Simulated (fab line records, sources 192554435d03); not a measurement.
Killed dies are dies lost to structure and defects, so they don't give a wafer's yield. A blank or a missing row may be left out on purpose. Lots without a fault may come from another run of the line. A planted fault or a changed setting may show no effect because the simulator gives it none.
Split-lot experiment | flow n5_finfet | 7 lots, 21 wafers read, on a route of 1938 steps

THE SPLIT
At N5_BEOL_M11_ETCH_66 (etches SOC in N2/H2, target depth 120 nm, overetch 24 nm, time 180 s), the setting time_s was moved away from the recipe's 180 s on 6 of the 21 wafers read, by -21.8% to +20.3%. The other wafers ran this setting at the recipe's value.

The reading is taken at the split's own step.

THE READING
SiARC_of_BEOL_M11_COAT_64.thk_nm (the simulator's own value, which no gauge read), in nm, at N5_BEOL_M11_ETCH_66 (etches SOC in N2/H2, target depth 120 nm, overetch 24 nm, time 180 s). The file gives no usual value for it. The 15 wafers here that ran the recipe average 22.6 nm, standard deviation 0.14 nm.

wafer  | tool, chamber at the split | time_s as run, s | against the recipe | SiARC_of_BEOL_M11_COAT_64.thk_nm, nm | against lot-mates on the recipe
L075.1 | rie_diel-01, 0             | 180              | recipe             | 22.8                                 | -
L075.3 | rie_diel-01, 1             | 191.8            | +6.6%              | 22.2                                 | -0.6
L075.4 | rie_diel-01, 2             | 191.8            | +6.6%              | 23                                   | +0.2
L079.1 | rie_diel-01, 3             | 157.7            | -12.4%             | 23.4                                 | +0.8
L079.2 | rie_diel-01, 1             | 157.7            | -12.4%             | 23.8                                 | +1.2
L079.5 | rie_diel-01, 3             | 180              | recipe             | 22.6                                 | -
L082.1 | rie_diel-06, 3             | 180              | recipe             | 22.4                                 | -
L082.3 | rie_diel-06, 2             | 216.5            | +20.3%             | 20.8                                 | -1.7
L082.5 | rie_diel-06, 3             | 180              | recipe             | 22.6                                 | -
L083.1 | rie_diel-01, 3             | 180              | recipe             | 22.6                                 | -
L083.2 | rie_diel-01, 0             | 180              | recipe             | 22.8                                 | -
L083.4 | rie_diel-01, 1             | 180              | recipe             | 22.8                                 | -
L087.1 | rie_diel-06, 1             | 180              | recipe             | 22.4                                 | -
L087.4 | rie_diel-06, 3             | 180              | recipe             | 22.6                                 | -
L087.6 | rie_diel-06, 2             | 180              | recipe             | 22.4                                 | -
L096.1 | rie_diel-05, 1             | 180              | recipe             | 22.6                                 | -
L096.5 | rie_diel-05, 1             | 180              | recipe             | 22.6                                 | -
L096.6 | rie_diel-05, 2             | 140.7            | -21.8%             | 24.6                                 | +2.0
L097.1 | rie_diel-06, 3             | 180              | recipe             | 22.6                                 | -
L097.5 | rie_diel-06, 1             | 180              | recipe             | 22.4                                 | -
L097.6 | rie_diel-06, 0             | 180              | recipe             | 22.4                                 | -

THE FIT
A straight line over all 21 wafers: SiARC_of_BEOL_M11_COAT_64.thk_nm changes by -0.0816 nm for each +1% of time_s; r = -0.93; the points scatter about the line by 0.27 nm.
The same after taking each lot's own level away (the mean of its wafers on the recipe; 21 wafers): -0.082 nm for each +1%; r = -0.96; scatter 0.2 nm.
On that fit, the largest move of time_s shifts the reading by 1.8 nm.
The lots' own levels span 22.47 to 22.80 nm, that is 2.3 times the standard deviation above.
So the lot-to-lot level changes the slope little: the two slopes agree.
Check: with one of the wafers moved furthest among these (-21.8%) left out of the fit, the line predicts +1.71 nm for it against its lot-mates. It came out at +2 nm against them.

OTHER SPLITS ON THESE WAFERS
These wafers also went through other splits before the reading. Each is held against what the fit with the lots' levels taken away leaves over:
other split on the same wafers | wafers away from the commonest value | r with SiARC_of_BEOL_M11_COAT_64.thk_nm (lot level and that fit taken away)
N5_BEOL_M9_HM_STRIP_39 time_s  | 15                                   | -0.18
N5_BEOL_M11_COAT_63 spin_rpm   | 4                                    | +0.19

THE FILE'S OWN FIT
SiARC_of_BEOL_M11_COAT_64.thk_nm changes by -0.0847 nm for each +1% of time_s, r = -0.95.
